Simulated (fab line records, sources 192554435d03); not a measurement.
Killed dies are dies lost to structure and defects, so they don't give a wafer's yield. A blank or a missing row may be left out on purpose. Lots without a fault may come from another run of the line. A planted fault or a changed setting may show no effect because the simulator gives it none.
Chamber matching | flow n5_finfet | N5_ILD0_CMP_03 on cmp-03: 4 sister chambers
The step polishes, stops on SiNx, t overpolish 1.9 s, target thk 197.38 nm. 8 wafers are shown with their chamber, then 9 later ones without.

WAFERS WITH THEIR CHAMBER
wafer  | chamber | motor_current_A (A) | overpolish_run_s (s)
L084.3 | 3       | 12.9                | 1.895
L086.5 | 0       | 12.5                | 1.896
L086.6 | 1       | 14.3                | 1.896
L089.1 | 3       | 13.3                | 1.897
L089.6 | 1       | 13.8                | 1.917
L091.2 | 2       | 11.0                | 1.881
L091.3 | 0       | 11.4                | 1.896
L091.6 | 2       | 10.6                | 1.892

WAFERS WITHOUT THEIR CHAMBER
wafer  | motor_current_A (A) | overpolish_run_s (s)
L094.1 | 11.7                | 1.896
L094.2 | 13.6                | 1.890
L094.6 | 11.9                | 1.908
L095.2 | 12.9                | 1.899
L095.3 | 10.9                | 1.907
L095.5 | 13.5                | 1.888
L096.1 | 14.4                | 1.912
L096.2 | 10.8                | 1.894
L096.4 | 12.9                | 1.888

WHICH CHAMBER EACH WENT THROUGH
wafer  | from the rows above     | in truth
L094.1 | can't be placed: 0 or 2 | 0
L094.2 | can't be placed: 3 or 1 | 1
L094.6 | can't be placed: 0 or 3 | 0
L095.2 | can't be placed: 3 or 0 | 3
L095.3 | can't be placed: 2 or 0 | 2
L095.5 | can't be placed: 3 or 1 | 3
L096.1 | 1                       | 1
L096.2 | can't be placed: 2 or 0 | 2
L096.4 | can't be placed: 3 or 0 | 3
Placed correctly: 1 of 9. Can't be placed from these rows: 8 (the true chamber is among the candidates in 8). Placed wrongly: 0.
How it was worked out, from the rows above alone: a wafer's distance from a chamber is the root of the sum, over the readings, of the square of ((its reading less the chamber's mean) divided by the reading's scatter). The wafer belongs to the nearest chamber; if the next one is less than 2 further off, it can't be placed. A chamber's mean is the mean of its shown wafers. The scatter: the root of (the sum of the squares of (reading less its chamber's mean) over the shown wafers, divided by (wafers less chambers)).
